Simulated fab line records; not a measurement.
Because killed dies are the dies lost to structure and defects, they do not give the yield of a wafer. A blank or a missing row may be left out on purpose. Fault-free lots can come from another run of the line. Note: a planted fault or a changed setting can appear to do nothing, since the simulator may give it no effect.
fab line records	flow n5Finfet
record lots=7	wafers=18	lastDay=17
route steps=1938 shown BEOL_M9@1410
lots with no fault: from the same line, run without faults
startH: the number of hours between the record's first day and the start of the first shown wafer of the lot	waitH: how many hours have passed since the lot's step before this one	" unchanged from the row above	L1.1+2: a single row standing in for several wafers	- no value present, or no start provided	* or withheld: withheld	< > ~ a bound
route shown NAME@n: NAME is a module with steps in the file, n the number in the route of the first one	usual: mean/standard deviation taken from wafers without a fault	same: alike in all rows	chamber/n: place in a boat	sites: readings site by site	_std_site: the standard deviation of these	_edge_site: the outer-site mean with the inner-site mean subtracted	radiusMm: for every site, how far away it sits from the centre of the wafer	mask NAME#n: copy n	behind: the last tool/chamber to shape the wafer	hold: reason for holding the lot/hours on hold/outcome of the hold	device: transistor that didn't switch, given as n, p or np	end of line: the tests these same wafers got at the end of their route	a step with no rows: only its recipe	killed: dies lost to structure and defects at the first sort, not the wafer's yield	map: shows each die of a wafer: x if killed, . if not, _ if none is there
set.NAME: the setting the step ran with; set.NAME@STEP: the setting that earlier step ran with	model.NAME: the simulator's own value behind a step, which no gauge read
lots at selected steps of the route; one table per step, one row per wafer
services: from which hour (startH, from the record's first day; less than 0 if before it) a tool's chamber was out of use, for how many hours, and why
## steps
# step N5_BEOL_M9_SOFTBAKE_06
# recipe tempC=110	timeS=60	resist=CAR-ArF
# step N5_BEOL_M9_EXPOSE_08
# recipe maskId=M9	na=1.35	sourceShape=dipole	sigmaInner=0.411	sigmaOuter=0.611	polarization=te	doseMj=53.75
# step N5_BEOL_M9_PEB_09
# recipe pebTempC=withheld	pebTimeS=60	resist=CAR-ArF
# step N5_BEOL_M9_DEVELOP_10
# recipe developTimeS=30	developer=TMAH	resist=CAR-ArF	rinseLiquid=diw	dry=airSpin	devTempC=23
# step N5_BEOL_M9_CD_MEAS_11
# recipe targetCdNm=64.1	landingEnergyEv=500	detector=seInlens	polarity=opening
# usual cdNm=64.1/0.45
lot.wafer	tool	chamber	startH	waitH	cdNm
L465.4	cdSem-03	0	225.39	-	64.2
L465.5	"	0	"	"	63.8
L465.6	"	0	"	"	63.8
L466.1	cdSem-02	0	247.50	-	64.4
L466.4	"	0	"	"	63.9
L466.6	"	0	"	"	64.4
L474.1	cdSem-03	0	293.67	-	65.0
L474.3	"	0	"	"	64.6
L477.4	cdSem-03	0	312.39	-	64.4
L477.5	"	0	"	"	64.1
L477.6	"	0	"	"	64.3
L479.2	cdSem-03	0	325.57	-	64.5
L479.3	"	0	"	"	63.9
L480.3	cdSem-01	0	326.53	-	64.2
L480.4	"	0	"	"	64.7
L483.3	cdSem-03	0	345.13	-	64.2
L483.4	"	0	"	"	63.4
L483.5	"	0	"	"	64.3
# step N5_BEOL_M9_OVL_MEAS_12
# recipe pointsPerWafer=44
# usual M9_OVL=0.1/0.65
lot.wafer	tool	chamber	startH	waitH	M9_OVL[nm]
L465.4	overlay-02	0	225.42	0.0	0.2
L465.5	"	0	"	"	0.1
L465.6	"	0	"	"	0.5
L466.1	overlay-02	0	247.53	0.0	-1.5
L466.4	"	0	"	"	-0.4
L466.6	"	0	"	"	0.0
L474.1	overlay-02	0	293.70	0.0	0.7
L474.3	"	0	"	"	0.2
L477.4	overlay-01	0	312.42	0.0	-0.2
L477.5	"	0	"	"	1.1
L477.6	"	0	"	"	-1.2
L479.2	overlay-02	0	325.60	0.0	-0.2
L479.3	"	0	"	"	-0.9
L480.3	overlay-02	0	326.56	0.0	0.2
L480.4	"	0	"	"	-0.2
L483.3	overlay-02	0	345.16	0.0	0.6
L483.4	"	0	"	"	0.5
L483.5	"	0	"	"	0.7
# step N5_BEOL_M9_INSPECT_13
# recipe mode=adi	inspectInstrument=brightfield
# usual rawDefectCount=417/91
lot.wafer	tool	chamber	startH	waitH	rawDefectCount
L465.4	defectInspect-01	-	225.44	0.0	284
L465.5	"	-	"	"	423
L465.6	"	-	"	"	205
L466.1	defectInspect-01	-	247.55	0.0	443
L466.4	"	-	"	"	524
L466.6	"	-	"	"	518
L474.1	defectInspect-01	-	293.73	0.0	407
L474.3	"	-	"	"	379
L477.4	defectInspect-02	-	312.44	0.0	489
L477.5	"	-	"	"	523
L477.6	"	-	"	"	451
L479.2	defectInspect-02	-	325.62	0.0	345
L479.3	"	-	"	"	459
L480.3	defectInspect-01	-	326.58	0.0	398
L480.4	"	-	"	"	336
L483.3	defectInspect-02	-	345.19	0.0	301
L483.4	"	-	"	"	372
L483.5	"	-	"	"	233
# step N5_BEOL_M9_DESCUM_16
# recipe chemistry=O2	timeS=7.9	sourcePowerW=50	biasPowerW=20	pressureMtorr=20	rfFrequencyHz=2.712e+07	tempC=40	resist=CAR-ArF	o2FlowSccm=225
# usual biasPowerW=20.01/0.063	drypumpMotorCurrentA=5.8/0.49	oesProductAu=0.80/0.076	rfVppV=243.2/1.4	showerheadPlenumPTorr=2.09/0.078	throttleValvePct=20.41/0.21
lot.wafer	tool	chamber	startH	waitH	biasPowerW	drypumpMotorCurrentA	oesProductAu	rfHoursCounterH	rfVppV	showerheadPlenumPTorr	throttleValvePct
L465.4	rieDiel-06	1	225.48	0.0	20.08	5.5	0.72	194	244.0	1.98	20.35
L465.5	"	2	"	"	20.04	6.5	0.75	-	242.3	2.09	20.52
L465.6	"	1	"	"	20.13	5.5	0.72	-	241.6	1.98	20.38
L466.1	rieDiel-06	1	247.59	0.0	20.05	5.5	0.72	200	241.3	1.98	20.37
L466.4	"	2	"	"	19.98	6.5	0.76	171	242.1	2.08	20.55
L466.6	"	1	"	"	19.98	5.5	0.72	-	241.8	1.98	20.37
L474.1	rieDiel-05	1	294.00	0.3	20.01	5.8	0.71	212	245.6	2.16	20.68
L474.3	"	3	"	"	20.02	5.7	0.90	26	245.1	2.23	20.35
L477.4	rieDiel-02	3	312.77	0.3	20.04	6.6	0.86	52	243.2	2.14	20.25
L477.5	"	1	"	"	19.96	5.5	0.71	-	242.9	2.17	20.60
L477.6	"	0	"	"	20.06	5.1	0.87	-	244.6	2.20	20.62
L479.2	rieDiel-02	3	325.66	0.0	20.03	6.6	0.85	58	242.8	2.14	20.27
L479.3	"	1	"	"	20.01	5.5	0.71	209	244.8	2.16	20.59
L480.3	rieDiel-06	3	326.62	0.0	19.99	6.6	0.80	117	242.7	2.02	20.53
L480.4	"	1	"	"	20.00	5.5	0.71	222	241.9	1.98	20.41
L483.3	rieDiel-05	1	345.23	0.0	20.00	5.8	0.71	230	244.9	2.16	20.71
L483.4	"	2	"	"	19.97	5.4	0.70	231	242.7	2.06	20.82
L483.5	"	0	"	"	20.05	5.6	0.87	-	242.0	2.05	20.13
# step N5_BEOL_M9_ETCH_61
# recipe chemistry=CF4	target=SiARC	targetDepthA=390	maskMaterial=CAR-ArF	timeS=65	ionEnergyEv=80	pressureMtorr=40	sourceW=545	biasW=36	Ar_flow_sccm=100	cf4FlowSccm=100	ends=cleared
# usual drypumpMotorCurrentA=5.8/0.49	etchRfOnTimeS=64.9/1.1	oesProductAu=0.68/0.066	rfVppV=184.0/1.2	showerheadPlenumPTorr=2.14/0.076	throttleValvePct=15.60/0.23
lot.wafer	tool	chamber	startH	waitH	drypumpMotorCurrentA	etchRfOnTimeS	oesProductAu	rfHoursCounterH	rfVppV	showerheadPlenumPTorr	throttleValvePct
L465.4	rieDiel-06	1	225.51	0.0	5.5	66.5	0.61	194	184.0	2.05	15.65
L465.5	"	2	"	"	6.5	65.7	0.64	-	184.5	2.14	15.75
L465.6	"	1	"	"	5.5	66.5	0.61	-	182.8	2.05	15.64
L466.1	rieDiel-06	1	247.62	0.0	5.5	66.5	0.62	200	182.3	2.05	15.67
L466.4	"	2	"	"	6.5	65.1	0.64	171	183.0	2.14	15.78
L466.6	"	1	"	"	5.5	66.2	0.61	-	183.2	2.05	15.65
L474.1	rieDiel-05	1	294.04	0.0	5.9	64.8	0.62	212	186.7	2.21	15.83
L474.3	"	3	"	"	5.7	64.1	0.77	26	186.2	2.28	15.50
L477.4	rieDiel-02	3	312.81	0.0	6.6	64.1	0.73	52	184.0	2.17	15.33
L477.5	"	1	"	"	5.6	65.6	0.61	-	184.4	2.20	15.75
L477.6	"	0	"	"	5.1	63.5	0.74	-	184.8	2.26	15.82
L479.2	rieDiel-02	3	325.69	0.0	6.6	64.6	0.72	58	184.6	2.17	15.33
L479.3	"	1	"	"	5.5	66.3	0.60	209	184.5	2.20	15.76
L480.3	rieDiel-06	3	326.65	0.0	6.6	65.2	0.67	117	183.9	2.07	15.65
L480.4	"	1	"	"	5.5	67.0	0.60	222	181.3	2.04	15.68
L483.3	rieDiel-05	1	345.27	0.0	5.9	65.5	0.61	230	185.0	2.20	15.87
L483.4	"	2	"	"	5.4	65.0	0.60	231	185.2	2.11	16.04
L483.5	"	0	"	"	5.6	64.1	0.74	-	183.4	2.09	15.23
# step N5_BEOL_M9_ETCH_62
# recipe chemistry=N2/H2	target=SOC	targetDepthA=1100	overetchA=220	maskMaterial=SiARC	tempC=40	timeS=165	ionEnergyEv=200	pressureMtorr=30	sourceW=840	biasW=150	n2FlowSccm=200	h2FlowSccm=200
# usual drypumpMotorCurrentA=5.8/0.49	oesProductAu=0.68/0.06	rfVppV=523.8/2.7	showerheadPlenumPTorr=2.55/0.093	throttleValvePct=17.84/0.24
lot.wafer	tool	chamber	startH	waitH	drypumpMotorCurrentA	oesProductAu	rfHoursCounterH	rfVppV	showerheadPlenumPTorr	throttleValvePct
L465.4	rieDiel-06	1	225.56	0.0	5.5	0.62	194	520.1	2.42	17.91
L465.5	"	2	"	"	6.6	0.65	-	524.1	2.53	17.81
L465.6	"	1	"	"	5.6	0.62	-	520.0	2.42	17.91
L466.1	rieDiel-06	1	247.67	0.0	5.5	0.61	200	520.4	2.42	17.91
L466.4	"	2	"	"	6.5	0.63	171	523.3	2.53	17.82
L466.6	"	1	"	"	5.5	0.62	-	521.2	2.42	17.91
L474.1	rieDiel-05	1	294.09	0.0	5.8	0.62	212	526.1	2.63	18.17
L474.3	"	3	"	"	5.7	0.75	26	527.6	2.70	17.76
L477.4	rieDiel-02	3	312.86	0.0	6.6	0.72	52	524.6	2.58	17.47
L477.5	"	1	"	"	5.6	0.61	-	524.7	2.63	18.12
L477.6	"	0	"	"	5.1	0.72	-	527.9	2.69	18.07
L479.2	rieDiel-02	3	325.74	0.0	6.6	0.71	58	523.6	2.58	17.47
L479.3	"	1	"	"	5.6	0.60	209	527.6	2.63	18.11
L480.3	rieDiel-06	3	326.70	0.0	6.5	0.67	117	520.9	2.46	17.84
L480.4	"	1	"	"	5.5	0.60	222	520.6	2.41	17.96
L483.3	rieDiel-05	1	345.32	0.0	5.9	0.61	230	526.0	2.62	18.21
L483.4	"	2	"	"	5.4	0.60	231	524.4	2.51	18.31
L483.5	"	0	"	"	5.6	0.73	-	522.1	2.48	17.54
# step N5_BEOL_M9_STRIP_68
# recipe chemistry=N2/H2	tempC=40	n2FlowSccm=200	h2FlowSccm=200	rfFrequencyHz=6e+07
# step N5_BEOL_M9_STRIP_67
# recipe chemistry=CF4	resist=SiARC	powerW=300	biasPowerW=75	pressureMtorr=50	cf4FlowSccm=150	rfFrequencyHz=6e+07
# usual biasPowerW=75.01/0.23	drypumpMotorCurrentA=5.8/0.49	oesProductAu=0.80/0.071	rfVppV=271.2/1.6	showerheadPlenumPTorr=1.80/0.064	throttleValvePct=13.56/0.24
lot.wafer	tool	chamber	startH	waitH	biasPowerW	drypumpMotorCurrentA	oesProductAu	rfHoursCounterH	rfVppV	showerheadPlenumPTorr	throttleValvePct
L465.4	rieDiel-06	1	225.71	0.0	75.23	5.5	0.73	194	269.0	1.71	13.63
L465.5	"	2	"	"	75.44	6.5	0.76	-	272.3	1.79	13.75
L465.6	"	1	"	"	75.13	5.5	0.73	-	268.1	1.71	13.61
L466.1	rieDiel-06	1	247.82	0.0	74.99	5.5	0.73	201	270.4	1.71	13.64
L466.4	"	2	"	"	74.85	6.5	0.75	171	273.0	1.79	13.73
L466.6	"	1	"	"	75.00	5.5	0.73	-	269.3	1.71	13.63
L474.1	rieDiel-05	1	294.24	0.0	74.80	5.8	0.72	212	273.9	1.85	13.82
L474.3	"	3	"	"	75.10	5.7	0.90	26	272.9	1.91	13.45
L477.4	rieDiel-02	3	313.00	0.0	74.84	6.6	0.85	52	271.2	1.82	13.27
L477.5	"	1	"	"	74.84	5.5	0.71	-	272.8	1.85	13.75
L477.6	"	0	"	"	74.97	5.1	0.84	-	273.0	1.89	13.76
L479.2	rieDiel-02	3	325.89	0.0	75.05	6.6	0.84	58	271.5	1.81	13.29
L479.3	"	1	"	"	75.10	5.5	0.71	209	272.7	1.85	13.78
L480.3	rieDiel-06	3	326.85	0.0	74.66	6.5	0.79	118	271.4	1.74	13.61
L480.4	"	1	"	"	74.91	5.5	0.71	222	268.0	1.71	13.68
L483.3	rieDiel-05	1	345.46	0.0	74.76	5.9	0.72	230	271.0	1.84	13.86
L483.4	"	2	"	"	75.24	5.4	0.70	231	269.3	1.77	14.02
L483.5	"	0	"	"	74.70	5.7	0.86	-	270.2	1.75	13.20
# step N5_BEOL_M9_HM_OPEN_17
# recipe chemistry=Cl2/BCl3	targetDepthA=200	overetchA=60	target=TiN	maskMaterial=SOC	ionEnergyEv=150	pressureMtorr=10	icpW=1000	biasW=126	Cl2_flow_sccm=53.25	bcl3FlowSccm=21.75	Ar_flow_sccm=25
# usual drypumpMotorCurrentA=6.0/0.41	oesProductAu=0.68/0.073	throttleValvePct=22.03/0.14
lot.wafer	tool	chamber	startH	waitH	drypumpMotorCurrentA	oesProductAu	rfHoursCounterH	throttleValvePct	model.SOC_of_BEOL_M9_COAT_59.thkNm
L465.4	rieMetal-03	0	225.78	0.1	6.5	0.70	-	22.01	92
L465.5	"	1	"	"	5.9	0.76	-	21.93	92
L465.6	"	0	"	"	6.5	0.70	-	22.01	92
L466.1	rieMetal-01	0	247.86	0.0	5.5	0.58	87	22.21	91.6
L466.4	"	0	"	"	5.4	0.59	-	22.21	91.4
L466.6	"	0	"	"	5.5	0.59	-	22.20	91.6
L474.1	rieMetal-03	0	294.28	0.0	6.5	0.69	29	22.00	91.6
L474.3	"	1	"	"	5.9	0.74	-	21.91	87.8
L477.4	rieMetal-01	1	313.07	0.1	5.3	0.79	-	21.73	92.2
L477.5	"	1	"	"	5.3	0.78	-	21.74	92.4
L477.6	"	0	"	"	5.5	0.57	-	22.22	92.6
L479.2	rieMetal-03	0	325.93	0.0	6.5	0.68	33	22.00	91.4
L479.3	"	0	"	"	6.5	0.68	-	22.01	88.6
L480.3	rieMetal-03	0	326.92	0.1	6.5	0.69	-	22.00	89.2
L480.4	"	1	"	"	5.9	0.73	-	21.94	89
L483.3	rieMetal-02	1	345.53	0.1	6.3	0.70	-	22.00	92.8
L483.4	"	0	"	"	5.7	0.58	-	22.27	93
L483.5	"	0	"	"	5.7	0.58	-	22.26	92.6
# step N5_BEOL_M9_STRIP_19
# recipe chemistry=O2	powerW=400	tempC=40	pressureMtorr=30	rfFrequencyHz=6e+07	biasPowerW=0	overashFraction=0.2	o2FlowSccm=225
# usual drypumpMotorCurrentA=5.8/0.52	oesProductAu=0.80/0.074	rfVppV=3.6/0.6	showerheadPlenumPTorr=2.11/0.073	throttleValvePct=16.68/0.22
# same biasPowerW=0
lot.wafer	tool	chamber	startH	waitH	drypumpMotorCurrentA	oesProductAu	rfHoursCounterH	rfVppV	showerheadPlenumPTorr	throttleValvePct
L465.4	rieDiel-02	1	225.93	0.1	5.6	0.73	-	4.0	2.18	16.79
L465.5	"	0	"	"	5.1	0.90	-	3.5	2.22	16.78
L465.6	"	3	"	"	6.5	0.90	-	3.7	2.15	16.41
L466.1	rieDiel-05	3	248.06	0.2	5.7	0.92	15	3.6	2.24	16.54
L466.4	"	0	"	"	5.7	0.92	23	3.8	2.06	16.30
L466.6	"	1	"	"	5.8	0.73	-	4.1	2.17	16.87
L474.1	rieDiel-06	2	294.41	0.1	6.5	0.74	185	3.2	2.08	16.81
L474.3	"	0	"	"	5.7	0.82	75	5.0	2.11	16.32
L477.4	rieDiel-02	3	313.35	0.2	6.6	0.86	52	3.6	2.14	16.49
L477.5	"	2	"	"	5.1	0.78	-	4.4	2.02	16.61
L477.6	"	1	"	"	5.5	0.73	-	3.2	2.17	16.84
L479.2	rieDiel-02	1	326.23	0.3	5.5	0.71	209	3.8	2.17	16.88
L479.3	"	2	"	"	5.1	0.77	122	3.5	2.02	16.63
L480.3	rieDiel-05	3	327.19	0.2	5.8	0.88	35	3.1	2.23	16.57
L480.4	"	2	"	"	5.4	0.69	226	5.1	2.07	17.07
L483.3	rieDiel-06	3	345.71	0.1	6.6	0.79	126	3.5	2.03	16.77
L483.4	"	1	"	"	5.5	0.70	-	3.7	1.98	16.70
L483.5	"	2	"	"	6.5	0.74	-	5.0	2.08	16.84
## services
tool	chamber	startH	hours	kind
rieMetal-02	-	227.80	2.8	pm
rieMetal-01	1	232.65	-	clean
rieMetal-01	1	232.65	26.8	scheduledDown
rieMetal-01	1	232.65	26.8	ventCycle
rieMetal-03	-	257.92	0.4	repair
rieMetal-01	1	273.02	12.5	repair
rieMetal-02	1	287.03	22.4	repair
rieDiel-06	2	297.63	7.9	repair
rieDiel-05	3	298.23	8.0	repair
rieDiel-06	-	302.99	14.6	pm
rieDiel-02	0	316.48	3.8	repair
rieDiel-06	0	329.38	30.4	repair
rieDiel-02	0	333.06	3.4	repair
rieMetal-03	0	334.30	4.0	repair
rieDiel-06	2	337.79	6.0	repair
## key
firstSign none at tools or gauges
modelEffect step=N5_BEOL_M9_HM_OPEN_17	value=SOC_of_BEOL_M9_COAT_59.thkNm	without=91.75	struck=88.65
metAt N5_BEOL_M9_HM_OPEN_17
struckWafers L474.3,L479.3,L480.3,L480.4
onsetBetween 225.78 294.28
fault kind=processParameterDrift	tool=rieMetal-03	chamber=-	onsetH=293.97	steps=N5_BEOL_M9_HM_OPEN_17	channel=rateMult	offset=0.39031	shape=step	endH=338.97	scope=struckWafersOnly
